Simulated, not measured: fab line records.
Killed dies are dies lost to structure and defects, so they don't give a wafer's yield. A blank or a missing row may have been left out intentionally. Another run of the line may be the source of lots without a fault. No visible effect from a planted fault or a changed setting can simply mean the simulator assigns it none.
A lot that was struck, set against a sound lot	flow n5 finfet	36 out of 1938 route steps
Sound: these wafers, L328.2, L328.3, L328.6. Struck: wafers L326.1, L326.2, L326.6. At the end, the cause is stated.
Each step with rows lists, per side, the tool, then ch with its chambers, then its first start. Under that, the readings that differ: sound wafers	struck wafers	difference of the means	sigmas: that difference in standard deviations of wafers without a fault.
alike: readings whose means differ by less than 2 such deviations, and words and numbers that are the same on both sides. not compared: withheld readings, readings that some wafer has no value for, bounds like >300 that may hide the same value, and numbers for which the record gives no deviation and whose values overlap.
The two part at a step that has a row with sigmas, a row that says differs or no value, or rows on one side only. Non-overlapping numbers with no deviation appear without sigmas and do not part them. A reading missing from all wafers of one side parts the sides only when that side holds two or more wafers.

first, 9 steps without rows for these wafers: N5_BEOL_M4_ANNEAL_95 (time 240 s); N5_BEOL_M4_SPUTTER_96 (material Cu, target thk 4.5 nm, time 8.29 s); N5_BEOL_M4_ECD_50 (material Cu, target thk 300 nm); N5_BEOL_M4_ANNEAL_51 (time 90 s); N5_BEOL_M4_CMP_52 (polishes, stops on SiOC, t overpolish 6.8 s, target thk 40 nm); N5_BEOL_M4_PRE_CLEAN_60 (time 15 s); N5_BEOL_M4_CO_CAP_55 (material Co, precursor CCTBA/H2, target thk 2 nm, time 102.1 s); N5_BEOL_M4_PRE_CLEAN_56 (time 15 s); N5_BEOL_M4_DEP_57 (deposits SiCN from 3MS/NH3, target thk 8 nm, time 14 s).
N5_BEOL_M4_RC_MEAS_101:
  sound on prober-02 ch 0, day 14 09:14; struck on prober-02 ch 0, day 13 14:37
reading	sound	struck	difference	sigmas
DIBL_P (mV/V)	36.6 40.0 39.5	35.1 34.4 33.2	-4.5	-2
  alike: DIBL_N, IOFF_N, IOFF_P, ION_N, ION_P, SS_N, SS_P, VT_N, VT_P
then, 24 steps without rows for these wafers: N5_BEOL_M5_ILD_DEP_00 (deposits SiCOH lowk from DEMS/porogen, target thk 140.64 nm, time 25.9 s); N5_BEOL_M5_CURE_79 (cures SiCOH lowk, time 240 s); N5_BEOL_M5_PECVD_70 (deposits SiO2 from TEOS/O2, target thk 16 nm, time 18 s); N5_BEOL_M5_HM_DEP_02 (deposits TiN, target thk 20 nm); N5_BEOL_M5_COAT_59 (time 60 s, resist thk 60 nm); N5_BEOL_M5_COAT_60 (time 60 s, resist thk 12 nm); N5_BEOL_M5_COAT_71 (time 60 s, resist thk 5 nm); N5_BEOL_M5_COAT_05 (resist thk 30 nm); N5_BEOL_M5_EBR_07; N5_BEOL_M5_SOFTBAKE_06 (time 60 s); N5_BEOL_M5_EXPOSE_08 (exposes mask M5, target cd 28 nm); N5_BEOL_M5_PEB_09 (peb time 60 s); N5_BEOL_M5_DEVELOP_10 (develop time 30 s); N5_BEOL_M5_DESCUM_16 (chemistry O2, time 7 s); N5_BEOL_M5_ETCH_72 (etches underlayer in N2/H2, target depth 6.5 nm, time 5.2 s); N5_BEOL_M5_ETCH_61 (etches SiARC in CF4, target depth 15.6 nm, time 26 s); N5_BEOL_M5_ETCH_62 (etches SOC in N2/H2, target depth 75 nm, overetch 15 nm, time 112.5 s); N5_BEOL_M5_STRIP_63 (strips in N2/H2); N5_BEOL_M5_STRIP_73 (strips in N2/H2); N5_BEOL_M5_STRIP_64 (strips in CF4); N5_BEOL_M5_HM_OPEN_17 (chemistry Cl2/BCl3, target TiN, target depth 20 nm, overetch 6 nm); N5_BEOL_M5_STRIP_19 (strips in O2); N5_BEOL_M5_COAT_65 (time 60 s, resist thk 60 nm); N5_BEOL_M5_COAT_66 (time 60 s, resist thk 12 nm).
-- record jumps: 3 days separate the struck wafers' starts on either side; left off in module BEOL_M5, taken up again in module BEOL_M12, whose first shown step is the route's number 1656 --
N5_BEOL_M12_DEP_53: deposits SiCN from 3MS/NH3, target thk 30 nm, time 10.5 s.
  sound on pecvd-01 ch 1,2, day 17 12:49; struck on pecvd-02 ch 0,1,2, day 16 16:54
  no value came back on the struck wafers for chamber pressure Torr (Torr), rf fwd power W (W), showerhead plenum p Torr (Torr), throttle valve pct (%); on the sound wafers chamber pressure Torr (Torr) reads 2.994 3.005 2.994
  not compared: since wet clean h
N5_PASSIVATION_PROBE_49:
  sound: prober-02 at day 18 17:06; struck: prober-02 at day 18 04:19
reading	sound	struck	difference	sigmas
defect limited yield (%)	91.7 93.3 91.8	0 0 0	-92	-62
killed_at_M0_to_M3	22 24 29	49 49 59	+27	+2
killed_at_M4_up	23 22 31	1067 1080 1057	+1043	+99 or more
killed dies	98 79 97	1180 1180 1180	+1089	+60
killed on rim	11 9 11	152 152 152	+142	+33
killed short	29 21 19	40 45 47	+21	+3
sort_bin_5_function (%)	4.8 4.5 4.4	96.3 95.8 95.4	+91.3	+91
sort n pass	1082 1101 1082	0 0 0	-1088	-60
sort yield pct (%)	91.7 93.3 91.7	0 0 0	-92	-61
  alike: killed at contacts, killed at front end, killed at other, killed open, sort_bin_6_memory, sort_bin_8_speed

## WHERE THEY PART
Last at N5_PASSIVATION_PROBE_49 as far as this record goes, first at N5_BEOL_M4_RC_MEAS_101.

WHY: the cause the simulator had injected
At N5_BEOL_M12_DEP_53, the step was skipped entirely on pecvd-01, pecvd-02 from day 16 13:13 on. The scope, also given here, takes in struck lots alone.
